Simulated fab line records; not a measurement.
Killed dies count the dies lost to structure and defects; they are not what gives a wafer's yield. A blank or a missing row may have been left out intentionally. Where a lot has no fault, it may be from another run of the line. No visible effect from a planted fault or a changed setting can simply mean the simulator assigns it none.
Shared-tool check | flow nandHarc | Sampled: 11 lots, 33 wafers

REASON IT WAS OPENED
Flagged at NHARC_A_SGD_CUT_INSPECT_25: reading rawDefectCount, on 2 of 11 lots. Fault-free wafers read 335, with a standard deviation of 95.
Rule: flag the lot when none of its wafers has a number, or when each of its wafers that has one lies beyond 4 standard deviations from that mean. The other lots count as sound.

lot  | measured     | on               | rawDefectCount, wafer by wafer | flag
L801 | day 13 12:02 | defectInspect-02 | 238 274 288                    | 
L802 | day 14 02:47 | defectInspect-01 | 210 317 583                    | 
L806 | day 15 10:31 | defectInspect-02 | 258 449 396                    | 
L808 | day 15 10:36 | defectInspect-02 | 405 243 290                    | 
L810 | day 16 06:30 | defectInspect-01 | 462 262 222                    | 
L814 | day 17 00:53 | defectInspect-01 | 467 320 368                    | 
L818 | day 18 10:50 | defectInspect-02 | 1173 1274 1086                 | FLAGGED
L824 | day 19 08:57 | defectInspect-02 | 242 279 289                    | 
L821 | day 19 08:58 | defectInspect-01 | 1204 1166 1213                 | FLAGGED
L823 | day 19 13:01 | defectInspect-02 | 259 354 398                    | 
L822 | day 19 16:35 | defectInspect-02 | 420 506 280                    | 
Average over the flagged lots: 1186; offset from the usual +851, equal to +9 standard deviations.

WHICH TOOL RAN EACH LOT
2 process steps preceding the reading are held in the record, out of 1159 steps in the route. Every cell lists first the tool, next ch and the chambers used by the sampled wafers, and last the start.
lot  | flag    | NHARC_A_STAIRCASE_DESCUM_443      | NHARC_A_SGD_CUT_ETCHBACK_24
L801 |         | rieDiel-06 ch 1,2,3, day 13 01:46 | rieDiel-10 ch 0,1,2, day 13 11:48
L802 |         | rieDiel-06 ch 0,1,2, day 13 14:26 | rieDiel-07 ch 1,3, day 14 02:32
L806 |         | rieDiel-06 ch 0,3, day 14 22:07   | rieDiel-11 ch 0,1,2, day 15 10:16
L808 |         | rieDiel-06 ch 1,2,3, day 14 23:39 | rieDiel-07 ch 0,1,2, day 15 10:17
L810 |         | rieDiel-13 ch 0,2, day 15 18:15   | rieDiel-07 ch 1,3, day 16 06:16
L814 |         | rieDiel-02 ch 2,3, day 16 12:40   | rieDiel-07 ch 0,1,3, day 17 00:40
L818 | FLAGGED | rieDiel-02 ch 1,2,3, day 17 19:58 | rieDiel-07 ch 2,3, day 18 10:35
L824 |         | rieDiel-02 ch 0,1,3, day 18 18:59 | rieDiel-10 ch 1,2,3, day 19 08:43
L821 | FLAGGED | rieDiel-13 ch 0,3, day 18 18:49   | rieDiel-07 ch 2,3, day 19 08:41
L823 |         | rieDiel-06 ch 0,1, day 18 23:26   | rieDiel-10 ch 0,2, day 19 12:47
L822 |         | rieDiel-13 ch 0,1,3, day 19 04:22 | rieDiel-11 ch 2,3, day 19 16:21
What these steps do:
- NHARC_A_STAIRCASE_DESCUM_443: chemistry O2, time 3 s.
- NHARC_A_SGD_CUT_ETCHBACK_24: etches the open film in CH3F/O2, target depth 50 nm, time 92.857 s.
- NHARC_A_SGD_CUT_INSPECT_25

FLAGGED AGAINST TOTAL, ONE TOOL AT A TIME (gauges that did the reading follow at the end)
step                         | tool             | lots run | flagged | share of the flagged lots | sound lots run after its first flagged lot
NHARC_A_STAIRCASE_DESCUM_443 | rieDiel-02       | 3        | 1       | some                      | 1 (L824)
NHARC_A_STAIRCASE_DESCUM_443 | rieDiel-06       | 5        | 0       | none                      | -
NHARC_A_STAIRCASE_DESCUM_443 | rieDiel-13       | 3        | 1       | some                      | 1 (L822)
NHARC_A_SGD_CUT_ETCHBACK_24  | rieDiel-07       | 6        | 2       | all                       | 0
NHARC_A_SGD_CUT_ETCHBACK_24  | rieDiel-10       | 3        | 0       | none                      | -
NHARC_A_SGD_CUT_ETCHBACK_24  | rieDiel-11       | 2        | 0       | none                      | -
NHARC_A_SGD_CUT_INSPECT_25   | defectInspect-01 | 4        | 1       | some                      | 0
NHARC_A_SGD_CUT_INSPECT_25   | defectInspect-02 | 7        | 1       | some                      | 3 (L824,L823,L822)

WHAT IS ALLOWED BY THE TABLE
In the table, 1 row covers all flagged lots: rieDiel-07 at NHARC_A_SGD_CUT_ETCHBACK_24.
- rieDiel-07 at NHARC_A_SGD_CUT_ETCHBACK_24 ran 6 lots, 2 of them flagged. Last sound lot L814 at day 17 00:40, first flagged lot L818 at day 18 10:35; a fault beginning in between fits.
One tool is left: rieDiel-07 at NHARC_A_SGD_CUT_ETCHBACK_24.

WHAT THE SIMULATOR HAD INSERTED
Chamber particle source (rieDiel-07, NHARC_A_SGD_CUT_ETCHBACK_24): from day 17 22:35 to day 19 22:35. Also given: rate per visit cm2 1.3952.
Struck lots among those shown: L818, L821. The rule above reached the same finding.
